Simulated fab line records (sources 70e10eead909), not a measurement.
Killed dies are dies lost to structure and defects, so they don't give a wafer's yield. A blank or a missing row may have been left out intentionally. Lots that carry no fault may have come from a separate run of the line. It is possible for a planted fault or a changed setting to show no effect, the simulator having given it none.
Chamber matching | flow nand harc | NHARC_A_STAIRCASE_ALD_415 on ald hk-02: 4 sister chambers
The step deposits SiO2, target thk 30 nm, pulse time 6 s, ald cycles 300. 16 wafers are shown with their chamber, then 8 later ones without.

WAFERS, EACH WITH ITS CHAMBER
wafer  | chamber | heater power w (W) | precursor pulse height rel
L695.1 | 1       | 438                | 1.011
L695.5 | 3       | 443                | 1.026
L695.6 | 0       | 609                | 1.016
L699.1 | 0       | 602                | 1.005
L699.2 | 1       | 433                | 0.958
L699.6 | 1       | 423                | 1.016
L697.3 | 0       | 605                | 1.031
L697.4 | 1       | 443                | 0.986
L697.6 | 3       | 434                | 1.037
L703.4 | 3       | 441                | 0.975
L703.5 | 0       | 604                | 0.972
L703.6 | 3       | 442                | 1.018
L705.1 | 3       | 452                | 0.963
L705.3 | 2       | 503                | 1.008
L705.4 | 0       | 601                | 0.995
L708.3 | 2       | 505                | 0.988

SIGNATURES (means of the wafers above)
reading                    | chamber 0 | chamber 1 | chamber 2 | chamber 3 | scatter within a chamber
heater power w             | 604.20    | 434.25    | 504.00    | 442.40    | 5.95
precursor pulse height rel | 1.00380   | 0.99275   | 0.99800   | 1.00380   | 0.0268
Rule: for a wafer and a chamber, the distance is found by dividing, reading by reading, the gap between the wafer's reading and the chamber's mean by the reading's scatter, squaring, summing and taking the root. The wafer belongs to the nearest chamber; if the next one is less than 2 further off, it can't be placed. The scatter: the root of (the sum of the squares of (reading less its chamber's mean) over the shown wafers, divided by (wafers less chambers)).

WAFERS WHOSE CHAMBER IS MISSING
wafer  | heater power w (W) | precursor pulse height rel
L708.4 | 591                | 0.998
L708.6 | 443                | 1.025
L710.4 | 428                | 0.994
L710.5 | 601                | 1.005
L710.6 | 432                | 0.987
L713.1 | 607                | 1.027
L713.3 | 445                | 0.990
L713.6 | 612                | 1.021

EACH ONE'S CHAMBER
wafer  | from the rows above     | in truth
L708.4 | 0                       | 0
L708.6 | can't be placed: 3 or 1 | 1
L710.4 | can't be placed: 1 or 3 | 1
L710.5 | 0                       | 0
L710.6 | can't be placed: 1 or 3 | 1
L713.1 | 0                       | 0
L713.3 | can't be placed: 3 or 1 | 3
L713.6 | 0                       | 0
Correct placement for 4 of the 8. Can't be placed from these rows: 4 (the true chamber is among the candidates in 4). Number placed wrongly: 0.
